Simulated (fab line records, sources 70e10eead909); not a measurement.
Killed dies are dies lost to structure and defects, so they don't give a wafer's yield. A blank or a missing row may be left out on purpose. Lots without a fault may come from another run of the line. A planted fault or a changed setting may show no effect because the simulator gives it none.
Chamber matching | flow nand_harc | NHARC_A_CONTACT_ALD_18 on ald_metal-04: 4 sister chambers
The step deposits TiN, target thk 3 nm, pulse time 1 s, ald cycles 150. 8 wafers are shown with their chamber, then 8 later ones without.

WAFERS WITH THEIR CHAMBER
wafer  | chamber | heater_power_w (W) | heater_power_outer_w (W)
L075.2 | 0       | 1023               | 635
L081.2 | 3       | 1103               | 688
L081.4 | 2       | 1253               | 754
L081.5 | 3       | 1111               | 691
L085.1 | 2       | 1307               | 764
L085.2 | 1       | 1446               | 887
L085.6 | 1       | 1452               | 879
L083.2 | 0       | 1021               | 648

WAFERS WITHOUT THEIR CHAMBER
wafer  | heater_power_w (W) | heater_power_outer_w (W)
L083.3 | 1453               | 875
L083.4 | 1136               | 697
L089.3 | 1003               | 653
L089.4 | 1200               | 765
L089.6 | 1083               | 681
L096.2 | 1250               | 762
L096.4 | 1083               | 721
L096.5 | 1100               | 680

WHICH CHAMBER EACH WENT THROUGH
wafer  | from the rows above | in truth
L083.3 | 1                   | 1
L083.4 | 3                   | 3
L089.3 | 0                   | 0
L089.4 | 2                   | 2
L089.6 | 3                   | 3
L096.2 | 2                   | 2
L096.4 | 3                   | 3
L096.5 | 3                   | 3
Placed correctly: 8 of 8. Can't be placed from these rows: 0. Placed wrongly: 0.
How it was worked out, from the rows above alone: a wafer's distance from a chamber is the root of the sum, over the readings, of the square of ((its reading less the chamber's mean) divided by the reading's scatter). The wafer belongs to the nearest chamber; if the next one is less than 2 further off, it can't be placed. A chamber's mean is the mean of its shown wafers. The scatter: the root of (the sum of the squares of (reading less its chamber's mean) over the shown wafers, divided by (wafers less chambers)).
